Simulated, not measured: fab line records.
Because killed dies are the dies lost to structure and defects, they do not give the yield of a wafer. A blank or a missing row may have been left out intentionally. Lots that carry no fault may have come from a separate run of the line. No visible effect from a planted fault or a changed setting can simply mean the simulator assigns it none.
A struck lot beside a sound one || flow n5-finfet || 18 steps out of a route of 1938
Sound: wafers L231.1, L231.5, L231.6. Struck: wafer L242.2 (left out: L242.4, a lot-mate that was not struck); the cause follows at the end.
At each step with rows: each side's tool, then ch and its chambers, then its first start. Under that, the readings that differ: sound wafers || struck wafers || difference of the means || sigmas: that difference in standard deviations of wafers without a fault.
alike: same words and numbers on both sides, and readings whose means sit less than 2 such deviations apart. not compared: any withheld reading, any reading some wafer has no value for, any bound like >300 that may hide the same value, and any number with overlapping values for which the record gives no deviation.
A row with sigmas, a row that says differs or no value, or rows on one side alone: a step with any of these is where the two part. Non-overlapping numbers with no deviation appear without sigmas and do not part them. A reading missing from all wafers of one side parts the sides only when that side holds two or more wafers.

first, 5 steps without rows for these wafers: N5_SD_EPI_N_EBR_05; N5_SD_EPI_N_SOFTBAKE_04 (time 60 s); N5_SD_EPI_N_EXPOSE_06 (exposes mask SD N BLK, target cd 120 nm); N5_SD_EPI_N_PEB_07 (peb time 60 s); N5_SD_EPI_N_DEVELOP_08 (develop time 30 s).
N5_SD_EPI_N_CD_MEAS_09: target cd 120 nm.
  sound on cd-sem-02 ch 0, day 5 00:02; struck on cd-sem-01 ch 0, day 7 13:26
{"reading": "cd-nm (nm)", "sound": "119.6 118.7 118.7", "struck": 120.5, "difference": "+1.5", "sigmas": "+3"}
N5_SD_EPI_N_OVL_MEAS_10:
  sound on overlay-02 ch 0, day 5 00:04; struck on overlay-01 ch 0, day 7 13:28
{"reading": "SD_N_BLK_OVL (nm)", "sound": "-1.4 -1.5 -0.9", "struck": 0.3, "difference": "+1.6", "sigmas": "+2"}
N5_SD_EPI_N_INSPECT_11: inspects for defects (macro).
  sound on defect-inspect-02 at day 5 00:05; struck on defect-inspect-02 at day 7 13:29
  alike: raw-defect-count
N5_SD_EPI_N_DESCUM_14: chemistry O2, time 7.9 s.
  sound on rie-diel-05 ch 0,1, day 5 00:18; struck on rie-diel-05 ch 3, day 7 13:37
  alike: drypump-motor-current-A, oes-product-au, rf-vpp-V, showerhead-plenum-p-Torr, temp-c, throttle-valve-pct
  not compared: rf-hours-counter-h
N5_SD_EPI_N_ETCH_34: etches SiARC in CF4, target depth 45.5 nm, time 75.8 s.
  sound on rie-diel-05 ch 0,1, day 5 00:20; struck on rie-diel-05 ch 3, day 7 13:39
  alike: drypump-motor-current-A, etch-rf-on-time-s, oes-product-au, rf-vpp-V, showerhead-plenum-p-Torr, throttle-valve-pct
  not compared: rf-hours-counter-h
N5_SD_EPI_N_ETCH_35: etches SOC in N2/H2, overetch 108 nm, time 486 s.
  sound on rie-diel-05 ch 0,1, day 5 00:23; struck on rie-diel-05 ch 3, day 7 13:43
{"reading": "n2-flow-sccm (sccm)", "sound": "198.9 200.2 200.1", "struck": 201.2, "difference": "+1.5", "sigmas": "+3"}
{"reading": "rf-vpp-V (V)", "sound": "239.9 240.6 237.3", "struck": 243.0, "difference": "+3.7", "sigmas": "+3"}
  alike: drypump-motor-current-A, oes-product-au, showerhead-plenum-p-Torr, temp-c, throttle-valve-pct
  not compared: rf-hours-counter-h
then, 1 step without rows for these wafers: N5_SD_EPI_N_STRIP_36 (strips in N2/H2).
N5_SD_EPI_N_ETCHBACK_44: etches SiNx in CH3F/O2, stops on SiO2, target depth 14.5 nm.
  sound on rie-diel-05 ch 0,1, day 5 00:43; struck on rie-diel-05 ch 3, day 7 14:02
{"reading": "over-etch-frac", "sound": "0.3 0.3 0.3", "struck": 0.45767, "difference": "+0.15767", "sigmas": ""}
{"reading": "model.SiARC_of_SD_EPI_N_COAT_33.thk-nm (nm)", "sound": "16.6 16.4 16.4", "struck": 15.8, "difference": -0.7, "sigmas": ""}
  alike: drypump-motor-current-A, oes_ar_750_au, oes-product-au, rf-vpp-V, showerhead-plenum-p-Torr, throttle-valve-pct
  not compared: rf-hours-counter-h
N5_SD_EPI_N_ETCH_45: etches SiOCN in CH3F/O2, target depth 6 nm.
  sound on rie-diel-05 ch 0,1, day 5 00:49; struck on rie-diel-05 ch 3, day 7 14:08
  alike: drypump-motor-current-A, oes-product-au, rf-vpp-V, showerhead-plenum-p-Torr, throttle-valve-pct
  not compared: rf-hours-counter-h
N5_SD_EPI_N_ETCH_16: etches SiO2 in CHF3/O2, target depth 5 nm.
  sound on rie-diel-05 ch 0,1, day 5 00:55; struck on rie-diel-05 ch 3, day 7 14:14
{"reading": "model.SiARC_of_SD_EPI_N_COAT_33.thk-nm (nm)", "sound": "13 12.8 12.8", "struck": 12.2, "difference": -0.7, "sigmas": ""}
  alike: CHF3_flow_sccm, drypump-motor-current-A, oes_ar_750_au, oes-product-au, rf-vpp-V, showerhead-plenum-p-Torr, throttle-valve-pct
  not compared: rf-hours-counter-h
then, 1 step without rows for these wafers: N5_SD_EPI_N_STRIP_47 (strips in CHF3/O2).
-- a jump in the record: the struck wafers' starts before and after are 5 days apart (it breaks off in module SD_EPI_N and resumes in module BEOL_M4, where the first step shown is number 1111 of the route) --
N5_BEOL_M4_RC_MEAS_101:
  sound on prober-01 ch 0, day 9 19:44; struck on prober-02 ch 0, day 12 10:51
{"reading": "DIBL_N (mV/V)", "sound": "34.9 34.5 35.1", "struck": 38.2, "difference": "+3.4", "sigmas": "+3"}
{"reading": "IOFF_N (nA/um)", "sound": "0.141 0.138 0.145", "struck": 0.197, "difference": "+0.056", "sigmas": "+2"}
{"reading": "IOFF_P (nA/um)", "sound": "0.178 0.172 0.176", "struck": 0.233, "difference": "+0.058", "sigmas": "+2"}
  alike: DIBL_P, ION_N, ION_P, SS_N, SS_P, VT_N, VT_P
after that, 1 step had no rows for these wafers: N5_PASSIVATION_PROBE_49.

WHERE THEY PART
At N5_SD_EPI_N_CD_MEAS_09 first; at N5_BEOL_M4_RC_MEAS_101 last (within this record only).

WHY: what the simulator had put in
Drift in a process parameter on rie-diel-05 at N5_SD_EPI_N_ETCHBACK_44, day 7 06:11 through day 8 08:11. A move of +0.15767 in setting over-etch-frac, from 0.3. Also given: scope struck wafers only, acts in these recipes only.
